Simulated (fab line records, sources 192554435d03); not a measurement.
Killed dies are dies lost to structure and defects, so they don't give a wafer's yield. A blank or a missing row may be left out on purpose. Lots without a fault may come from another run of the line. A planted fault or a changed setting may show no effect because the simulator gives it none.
Which tool did it? | flow n5_finfet | 9 lots, 27 wafers sampled, at 2 steps of a route of 1938

WHAT THE GAUGES READ, wafer by wafer
N5_BEOL_M4_RC_MEAS_101. Usual: DIBL_N 36.4 mV/V, standard deviation 1.9; DIBL_P 35.8 mV/V, standard deviation 2.1; IOFF_N 0.158 nA/um, standard deviation 0.029; IOFF_P 0.21 nA/um, standard deviation 0.035; ION_N 676 uA/um, standard deviation 14; ION_P 465 uA/um, standard deviation 9.7; SS_N 71.5 mV/dec, standard deviation 0.66; SS_P 73.4 mV/dec, standard deviation 0.7; VT_N 249.8 mV, standard deviation 3; VT_P -250 mV, standard deviation 3.3.
lot  | measured     | on        | DIBL_N (mV/V)  | DIBL_P (mV/V)  | IOFF_N (nA/um)    | IOFF_P (nA/um) | ION_N (uA/um) | ION_P (uA/um) | SS_N (mV/dec)  | SS_P (mV/dec)  | VT_N (mV)         | VT_P (mV)      | flag
L653 | day 9 10:20  | prober-01 | 38.5 37.8 37.9 | 39.9 36.8 37.4 | 0.219 0.196 0.190 | 0.27 0.21 0.21 | 677 677 665   | 463 455 452   | 71.9 72.8 72.8 | 75.0 73.8 74.1 | 242.7 249.7 250.0 | -249 -251 -253 |
L655 | day 9 10:26  | prober-02 | 38.1 37.7 35.1 | 37.1 36.5 33.8 | 0.194 0.180 0.139 | 0.26 0.25 0.21 | 698 703 691   | 479 489 482   | 71.5 71.7 70.8 | 73.5 73.9 72.7 | 243.8 246.4 249.2 | -245 -247 -247 |
L659 | day 10 17:08 | prober-02 | 37.6 38.4 39.1 | 35.5 36.2 37.2 | 0.155 0.171 0.180 | 0.22 0.22 0.25 | 688 690 688   | 474 471 476   | 70.3 71.1 71.3 | 73.1 73.4 73.6 | 249.2 250.3 249.5 | -248 -246 -245 |
L660 | day 10 17:44 | prober-01 | 37.8 37.5 35.5 | 37.2 37.2 34.2 | 0.177 0.171 0.135 | 0.26 0.26 0.20 | 676 676 667   | 473 471 465   | 71.2 71.5 70.9 | 73.9 74.0 73.1 | 248.1 248.2 252.9 | -248 -246 -250 |
L668 | day 12 18:44 | prober-02 | 35.6 36.3 34.5 | 34.7 35.7 33.4 | 0.148 0.159 0.129 | 0.19 0.20 0.17 | 680 682 666   | 468 463 455   | 71.1 71.1 71.4 | 72.9 73.4 72.7 | 250.3 249.3 252.4 | -252 -249 -252 |
L669 | day 13 14:19 | prober-02 | 37.2 35.7 38.0 | 36.5 33.7 36.4 | 0.184 0.157 0.185 | 0.24 0.20 0.23 | 702 689 687   | 483 468 467   | 71.8 71.6 72.3 | 73.5 72.7 73.7 | 245.4 246.4 245.8 | -248 -250 -250 |
L671 | day 13 18:32 | prober-02 | 35.8 35.2 34.1 | 34.8 34.1 31.6 | 0.155 0.142 0.117 | 0.21 0.19 0.16 | 671 666 656   | 469 459 448   | 71.1 71.3 71.0 | 73.4 73.4 72.0 | 250.0 251.1 250.5 | -249 -248 -251 |
L673 | day 14 17:25 | prober-02 | 38.4 35.8 39.0 | 37.8 33.4 37.1 | 0.196 0.134 0.208 | 0.23 0.17 0.23 | 676 666 665   | 461 454 457   | 72.1 70.3 72.7 | 73.7 72.7 73.9 | 247.2 250.9 247.2 | -247 -251 -250 |
L675 | day 14 22:58 | prober-02 | 37.2 35.6 36.6 | 37.9 36.8 37.2 | 0.162 0.142 0.151 | 0.22 0.20 0.22 | 671 679 670   | 459 464 461   | 72.3 71.2 71.8 | 73.8 72.9 73.7 | 250.7 250.5 252.0 | -250 -249 -248 |

N5_BEOL_M10_CD_MEAS_18: pitch 140 nm, target cd 70 nm. Usual: cd_nm 70.1 nm, standard deviation 0.72.
lot  | measured     | on        | cd_nm (nm)     | flag
L653 | day 11 15:14 | cd_sem-02 | 70.9 70.4 69.9 |
L655 | day 11 15:06 | cd_sem-01 | 70.7 71.1 70.4 |
L659 | day 12 22:58 | cd_sem-03 | 71.0 70.2 70.2 |
L660 | day 12 18:25 | cd_sem-01 | 69.4 71.0 70.2 |
L668 | day 14 19:54 | cd_sem-01 | 72.4 70.8 71.6 |
L669 | day 15 20:37 | cd_sem-01 | 69.4 70.2 69.8 |
L671 | day 16 01:00 | cd_sem-03 | 70.1 70.9 70.6 |
L673 | day 16 19:47 | cd_sem-03 | 68.9 70.3 71.4 |
L675 | day 17 10:59 | cd_sem-01 | 70.8 70.9 71.3 |

WHICH TOOL RAN EACH LOT (tool, then ch and the chambers of the sampled wafers, then the start)
The record holds no process step before these readings.

WHAT THE TOOLS THEMSELVES READ (means of the sampled wafers that have a number; where no wafer has one, the mark that the record gives instead)
The record holds no such reading with a usual standard deviation.

THE ANSWER, worked out from the rows above alone
Rule: a lot is off if the mean of its wafers that have a number lies more than 3 standard deviations from the usual mean. A lot without any number at a reading at which 4 lots or more have one is off too. The other lots that the step has rows for count as sound. The gauges are gone through in route order, then the tools' own readings, and for those a lot's mean is taken as printed above. The first step at which some lot is off is used, and at that step the reading that is off furthest; a lot without a number counts as furthest.
No lot is off at any reading shown: from this, nothing can be told.

WHAT THE SIMULATOR HAD PUT IN
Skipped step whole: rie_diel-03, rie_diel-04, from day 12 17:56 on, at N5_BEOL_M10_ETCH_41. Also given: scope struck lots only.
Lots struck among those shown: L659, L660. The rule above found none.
